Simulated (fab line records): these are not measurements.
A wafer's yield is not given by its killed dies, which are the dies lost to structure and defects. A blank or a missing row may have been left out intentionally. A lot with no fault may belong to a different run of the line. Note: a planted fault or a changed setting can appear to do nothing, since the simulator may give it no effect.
The tool behind it: which one? ; flow nandHarc ; 24 lots, 72 wafers sampled, at 6 steps of a route of 1302

## WHAT EACH GAUGE READ, for each wafer
NHARC_P_STI_CD_MEAS_16.
lot;measured;on;cdNm (nm)
L074;day 2 22:25;cdSem-03;199.5 197.4 198.4
L075;day 3 06:05;cdSem-01;201.2 200.5 200.3
L076;day 3 18:22;cdSem-03;201.0 199.7 195.9
L077;day 4 02:22;cdSem-01;203.9 200.4 198.5
L078;day 4 13:25;cdSem-02;197.4 196.4 196.8
L079;day 4 22:13;cdSem-02;198.5 201.3 202.0
L080;day 5 07:24;cdSem-03;200.5 196.6 197.9
L081;day 5 17:01;cdSem-03;196.8 197.1 197.0
L082;day 6 03:56;cdSem-03;201.8 202.1 202.7
L083;day 6 14:22;cdSem-01;197.2 198.7 197.6
L084;day 7 02:56;cdSem-03;199.6 195.1 200.2
L085;day 7 13:30;cdSem-03;200.1 200.9 201.9
L086;day 7 22:10;cdSem-02;202.3 201.1 201.4
L087;day 8 05:15;cdSem-02;200.1 200.8 199.4
L088;day 8 17:04;cdSem-03;201.6 202.3 199.9
L089;day 9 01:13;cdSem-02;198.2 199.7 197.6
L090;day 9 11:01;cdSem-01;202.5 201.6 202.6
L091;day 9 21:39;cdSem-03;198.0 199.3 196.6
L092;day 10 08:44;cdSem-02;198.3 199.7 200.3
L093;day 10 22:19;cdSem-01;202.6 204.8 204.3
L094;day 11 08:18;cdSem-03;196.1 197.9 196.4
L095;day 11 12:52;cdSem-01;201.5 201.1 196.8
L096;day 11 23:40;cdSem-02;199.4 198.6 202.0
L097;day 12 09:55;cdSem-01;203.5 200.7 203.0

NHARC_P_CONTACT_INSPECT_14.
lot;measured;on;rawDefectCount
L074;day 6 03:35;defectInspect-01;4 0 4
L075;day 6 06:21;defectInspect-02;5 9 7
L076;day 6 17:50;defectInspect-01;6 2 3
L077;day 7 02:19;defectInspect-02;4 2 2
L078;day 7 16:05;defectInspect-01;4 2 3
L079;day 8 02:19;defectInspect-01;5 2 1
L080;day 8 07:57;defectInspect-01;5 2 4
L081;day 9 01:49;defectInspect-02;7 2 7
L082;day 9 07:44;defectInspect-02;1 2 4
L083;day 9 15:35;defectInspect-02;4 9 3
L084;day 10 08:23;defectInspect-02;1 3 2
L085;day 10 16:43;defectInspect-02;1 3 2
L086;day 10 22:47;defectInspect-02;3 2 3
L087;day 11 02:41;defectInspect-02;1 3 2
L088;day 12 02:28;defectInspect-01;3 2 3
L089;day 12 02:52;defectInspect-01;5 3 2
L090;day 12 20:10;defectInspect-01;6 5 0
L091;day 13 07:14;defectInspect-02;3 11 4
L092;day 13 10:00;defectInspect-02;3 10 4
L093;day 13 21:41;defectInspect-02;14 6 10
L094;day 14 11:17;defectInspect-01;7 4 10
L095;day 14 18:06;defectInspect-02;5 4 3
L096;day 14 23:14;defectInspect-02;2 5 7
L097;day 15 12:50;defectInspect-02;3 4 6

## TOOL THAT RAN EACH LOT (tool first, then ch and the chambers of the sampled wafers, then the start)
lot;NHARC_P_GATE_DESCUM_31;NHARC_P_GATE_STRIP_112;NHARC_P_GATE_STRIP_76;NHARC_P_CONTACT_DEP_30
L074;rieDiel-07 ch 0,1,2, day 5 03:39;plasmaAsher-01 ch 0,1, day 5 17:46;plasmaAsher-01 ch 0,1, day 5 17:58;pecvd-04 ch 1,2, day 6 02:05
L075;rieDiel-07 ch 0,1, day 5 10:26;plasmaAsher-02 ch 0,1, day 6 00:26;plasmaAsher-02 ch 0,1, day 6 00:38;pecvd-02 ch 0,1,2, day 6 04:51
L076;rieDiel-12 ch 0,1,3, day 5 21:55;plasmaAsher-01 ch 0,1, day 6 11:50;plasmaAsher-01 ch 0,1, day 6 12:06;pecvd-02 ch 0,1,2, day 6 16:13
L077;rieDiel-03 ch 0,2,3, day 6 06:16;plasmaAsher-02 ch 1, day 6 20:17;plasmaAsher-02 ch 1, day 6 20:31;pecvd-04 ch 0,2, day 7 00:44
L078;rieDiel-07 ch 0,1, day 6 19:44;plasmaAsher-01 ch 0,1, day 7 09:53;plasmaAsher-01 ch 0,1, day 7 10:08;pecvd-04 ch 0,2, day 7 14:25
L079;rieDiel-03 ch 0,3, day 7 06:26;plasmaAsher-02 ch 0,1, day 7 20:35;plasmaAsher-02 ch 0,1, day 7 20:51;pecvd-01 ch 1,2, day 8 00:46
L080;rieDiel-12 ch 0,1,2, day 7 11:45;plasmaAsher-02 ch 0,1, day 8 01:55;plasmaAsher-02 ch 0,1, day 8 02:08;pecvd-04 ch 0,1, day 8 06:22
L081;rieDiel-03 ch 1,3, day 8 05:53;plasmaAsher-01 ch 0,1, day 8 19:53;plasmaAsher-01 ch 0,1, day 8 20:07;pecvd-04 ch 0,2, day 9 00:10
L082;rieDiel-03 ch 0,1,3, day 8 12:01;plasmaAsher-02 ch 0,1, day 9 01:51;plasmaAsher-02 ch 0,1, day 9 02:07;pecvd-01 ch 0,1, day 9 06:14
L083;rieDiel-12 ch 1,2,3, day 8 19:43;plasmaAsher-01 ch 0,1, day 9 09:49;plasmaAsher-01 ch 0,1, day 9 10:01;pecvd-02 ch 0,2, day 9 14:03
L084;rieDiel-12 ch 0,1,2, day 9 12:38;plasmaAsher-01 ch 0,1, day 10 02:38;plasmaAsher-01 ch 0,1, day 10 02:50;pecvd-02 ch 0,1,2, day 10 06:51
L085;rieDiel-03 ch 0,1,2, day 9 20:49;plasmaAsher-01 ch 0,1, day 10 10:42;plasmaAsher-01 ch 0,1, day 10 10:58;pecvd-04 ch 0,1,2, day 10 15:02
L086;rieDiel-12 ch 0,3, day 10 02:59;plasmaAsher-01 ch 0,1, day 10 17:01;plasmaAsher-01 ch 0,1, day 10 17:13;pecvd-01 ch 0,1, day 10 21:07
L087;rieDiel-03 ch 0,1,2, day 10 06:49;plasmaAsher-01 ch 0,1, day 10 20:40;plasmaAsher-01 ch 0,1, day 10 20:55;pecvd-02 ch 0,1, day 11 01:03
L088;rieDiel-07 ch 0,2,3, day 11 06:15;plasmaAsher-01 ch 0,1, day 11 20:32;plasmaAsher-01 ch 0,1, day 11 20:44;pecvd-04 ch 0,1, day 12 01:01
L089;rieDiel-03 ch 0,1,2, day 11 06:53;plasmaAsher-02 ch 0,1, day 11 21:03;plasmaAsher-02 ch 0,1, day 11 21:17;pecvd-01 ch 0,2, day 12 01:19
L090;rieDiel-03 ch 0,2, day 12 00:22;plasmaAsher-02 ch 0,1, day 12 14:22;plasmaAsher-02 ch 0,1, day 12 14:34;pecvd-04 ch 1,2, day 12 18:32
L091;rieDiel-03 ch 1,2, day 12 09:08;plasmaAsher-02 ch 0,1, day 13 01:27;plasmaAsher-02 ch 0,1, day 13 01:39;pecvd-04 ch 0,1,2, day 13 05:36
L092;rieDiel-07 ch 1,2, day 12 14:02;plasmaAsher-02 ch 0,1, day 13 04:10;plasmaAsher-02 ch 0,1, day 13 04:25;pecvd-02 ch 0,1,2, day 13 08:30
L093;rieDiel-12 ch 2,3, day 13 01:51;plasmaAsher-01 ch 0,1, day 13 15:53;plasmaAsher-01 ch 0,1, day 13 16:08;pecvd-04 ch 0,1, day 13 20:08
L094;rieDiel-03 ch 1,3, day 13 12:54;plasmaAsher-02 ch 0,1, day 14 05:17;plasmaAsher-02 ch 0,1, day 14 05:33;pecvd-04 ch 0,1, day 14 09:29
L095;rieDiel-12 ch 0,2,3, day 13 22:11;plasmaAsher-02 ch 0,1, day 14 12:10;plasmaAsher-02 ch 0,1, day 14 12:23;pecvd-04 ch 1,2, day 14 16:25
L096;rieDiel-07 ch 0,1,3, day 14 03:28;plasmaAsher-01 ch 0,1, day 14 17:22;plasmaAsher-01 ch 0,1, day 14 17:38;pecvd-01 ch 0,1,2, day 14 21:35
L097;rieDiel-03 ch 2,3, day 14 14:44;plasmaAsher-02 ch 0,1, day 15 06:58;plasmaAsher-02 ch 0,1, day 15 07:12;pecvd-04 ch 0,1,2, day 15 11:16
- NHARC_P_GATE_DESCUM_31: chemistry O2, time 3 s.
- NHARC_P_GATE_STRIP_112: strips in N2/H2, time 200 s.
- NHARC_P_GATE_STRIP_76: strips in O2.
- NHARC_P_CONTACT_DEP_30: deposits SiNx, target thk 30 nm.

## WHAT THE TOOLS THEMSELVES READ (means of the sampled wafers that have a number; where no wafer has one, the mark that the record gives instead)
NHARC_P_GATE_DESCUM_31.
lot;tool;chamberPressureMTorr (mTorr);drypumpMotorCurrentA (A);oesProductAu (a.u.);rfVppV (V);showerheadPlenumPTorr (Torr);throttleValvePct (%)
L074;rieDiel-07;60.00;5.4;1.005;57.8;2.00;11.308
L075;rieDiel-07;60.01;5.3;1.006;57.6;1.99;11.312
L076;rieDiel-12;59.98;5.7;1.000;57.1;1.87;11.313
L077;rieDiel-03;59.96;5.5;1.000;58.0;1.96;11.312
L078;rieDiel-07;60.01;5.3;0.992;58.8;1.96;11.321
L079;rieDiel-03;59.94;5.8;1.004;58.1;1.95;11.304
L080;rieDiel-12;59.95;5.6;1.001;58.2;1.88;11.308
L081;rieDiel-03;59.91;6.1;0.990;58.1;1.89;11.314
L082;rieDiel-03;60.06;5.7;0.999;58.1;1.89;11.305
L083;rieDiel-12;60.03;5.6;1.003;57.8;1.94;11.320
L084;rieDiel-12;60.00;5.6;0.993;58.5;1.88;11.317
L085;rieDiel-03;60.05;5.3;0.995;58.5;1.91;11.318
L086;rieDiel-12;60.06;6.0;1.001;57.6;1.86;11.315
L087;rieDiel-03;59.99;5.3;0.991;59.4;1.91;11.316
L088;rieDiel-07;60.01;5.6;0.991;58.5;2.01;11.313
L089;rieDiel-03;59.98;5.4;1.003;57.6;1.91;11.318
L090;rieDiel-03;60.02;5.2;1.001;57.9;1.98;11.304
L091;rieDiel-03;59.94;5.4;0.988;58.6;1.92;11.317
L092;rieDiel-07;59.98;5.6;1.000;57.7;2.04;11.314
L093;rieDiel-12;60.04;5.8;1.006;58.3;1.99;11.313
L094;rieDiel-03;59.97;6.1;0.997;57.9;1.89;11.314
L095;rieDiel-12;60.04;5.8;1.001;57.6;1.93;11.307
L096;rieDiel-07;60.01;5.5;0.995;57.6;2.00;11.314
L097;rieDiel-03;59.98;5.9;0.999;58.4;1.96;11.310

NHARC_P_GATE_STRIP_112.
lot;tool;drypumpMotorCurrentA (A);heaterPowerW (W)
L074;plasmaAsher-01;5.7;102
L075;plasmaAsher-02;6.0;85
L076;plasmaAsher-01;5.6;103
L077;plasmaAsher-02;6.6;75
L078;plasmaAsher-01;5.7;102
L079;plasmaAsher-02;6.0;85
L080;plasmaAsher-02;6.2;80
L081;plasmaAsher-01;5.5;101
L082;plasmaAsher-02;6.2;80
L083;plasmaAsher-01;5.7;102
L084;plasmaAsher-01;5.7;103
L085;plasmaAsher-01;5.7;102
L086;plasmaAsher-01;5.6;103
L087;plasmaAsher-01;5.5;103
L088;plasmaAsher-01;5.7;102
L089;plasmaAsher-02;6.2;80
L090;plasmaAsher-02;6.3;80
L091;plasmaAsher-02;6.2;80
L092;plasmaAsher-02;6.2;80
L093;plasmaAsher-01;5.7;103
L094;plasmaAsher-02;5.9;86
L095;plasmaAsher-02;6.2;80
L096;plasmaAsher-01;5.6;103
L097;plasmaAsher-02;6.0;86

NHARC_P_GATE_STRIP_76.
lot;tool;drypumpMotorCurrentA (A);heaterPowerW (W)
L074;plasmaAsher-01;5.7;384
L075;plasmaAsher-02;6.0;320
L076;plasmaAsher-01;5.6;388
L077;plasmaAsher-02;6.5;281
L078;plasmaAsher-01;5.7;378
L079;plasmaAsher-02;6.0;317
L080;plasmaAsher-02;6.2;295
L081;plasmaAsher-01;5.6;382
L082;plasmaAsher-02;6.2;295
L083;plasmaAsher-01;5.7;382
L084;plasmaAsher-01;5.7;382
L085;plasmaAsher-01;5.7;386
L086;plasmaAsher-01;5.5;386
L087;plasmaAsher-01;5.6;381
L088;plasmaAsher-01;5.8;380
L089;plasmaAsher-02;6.3;295
L090;plasmaAsher-02;6.2;300
L091;plasmaAsher-02;6.2;300
L092;plasmaAsher-02;6.2;298
L093;plasmaAsher-01;5.8;384
L094;plasmaAsher-02;6.0;323
L095;plasmaAsher-02;6.3;300
L096;plasmaAsher-01;5.5;380
L097;plasmaAsher-02;6.0;319

NHARC_P_CONTACT_DEP_30.
lot;tool;heaterPowerW (W)
L074;pecvd-04;733
L075;pecvd-02;655
L076;pecvd-02;662
L077;pecvd-04;832
L078;pecvd-04;887
L079;pecvd-01;728
L080;pecvd-04;738
L081;pecvd-04;796
L082;pecvd-01;670
L083;pecvd-02;627
L084;pecvd-02;648
L085;pecvd-04;816
L086;pecvd-01;768
L087;pecvd-02;664
L088;pecvd-04;781
L089;pecvd-01;638
L090;pecvd-04;703
L091;pecvd-04;840
L092;pecvd-02;734
L093;pecvd-04;821
L094;pecvd-04;757
L095;pecvd-04;754
L096;pecvd-01;707
L097;pecvd-04;755

## THE ANSWER, worked out from the rows above alone
Rule: usual is defined by the lots themselves. Put in order of their means at a reading, lots are off if they are a third of the lots or fewer, leave a main group of 4 or more, and stand apart from it by a gap of 3 or more times the standard deviation of the main group's means; of several such gaps the widest counts. If all means in a main group match to the digits the tables above print for the reading, that group is not used. Also off: a lot with no number at a reading for which 4 or more lots have one. The other lots that the step has rows for count as sound. The gauges are gone through in route order, then the tools' own readings, and for those a lot's mean is taken as printed above. At the first step where some lot is off, the reading lying furthest off is the one used; lots without a number count as furthest.
Across all readings shown, no lot is off: no conclusion can be drawn from this.

## WHAT THE SIMULATOR PUT IN
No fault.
